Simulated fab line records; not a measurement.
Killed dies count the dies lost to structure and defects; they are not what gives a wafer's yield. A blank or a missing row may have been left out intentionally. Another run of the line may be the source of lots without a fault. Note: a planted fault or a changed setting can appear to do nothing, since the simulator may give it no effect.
Chamber matching ; flow nandHarc ; pecvd-04 running NHARC_A_CONTACT_DEP_24: 3 sister chambers
The step deposits SiO2, target thk 500 nm. 6 wafers are shown with their chamber, then 11 later ones without.

== WAFERS PAIRED WITH THEIR CHAMBERS ==
wafer;chamber;throttleValvePct (%);heaterPowerW (W)
L079.5;2;15.3;555
L081.3;0;15.9;565
L082.2;1;15.5;725
L082.4;1;15.8;567
L082.5;2;15.5;554
L087.2;0;15.8;566

== WAFERS WITH NO CHAMBER GIVEN ==
wafer;throttleValvePct (%);heaterPowerW (W)
L087.5;15.7;438
L087.6;15.3;508
L086.1;15.6;536
L086.2;15.8;549
L086.5;15.6;661
L089.2;15.7;565
L089.4;15.7;554
L089.5;15.6;691
L093.4;15.7;625
L093.5;15.0;550
L093.6;15.5;553

== WHICH CHAMBER EACH ONE RAN IN ==
wafer;from the rows above;in truth
L087.5;can't be placed: 0 or 2 or 1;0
L087.6;2;2
L086.1;can't be placed: 2 or 0 or 1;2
L086.2;can't be placed: 0 or 1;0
L086.5;can't be placed: 1 or 2 or 0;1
L089.2;can't be placed: 0 or 1 or 2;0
L089.4;can't be placed: 0 or 1 or 2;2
L089.5;can't be placed: 1 or 2 or 0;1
L093.4;can't be placed: 1 or 0 or 2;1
L093.5;can't be placed: 2 or 1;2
L093.6;can't be placed: 2 or 1 or 0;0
Placed correctly: 1 of 11. Can't be placed from these rows: 10 (the true chamber is among the candidates in 10). Placed wrongly: 0.
How it was worked out, from the rows above alone: a wafer's distance from a chamber is the root of the sum, over the readings, of the square of ((its reading less the chamber's mean) divided by the reading's scatter). If the next closest chamber is less than 2 further off than the closest, the wafer can't be placed; otherwise it belongs to the closest. Each chamber's mean is taken over the wafers shown for it. The scatter: the root of (the sum of the squares of (reading less its chamber's mean) over the shown wafers, divided by (wafers less chambers)).
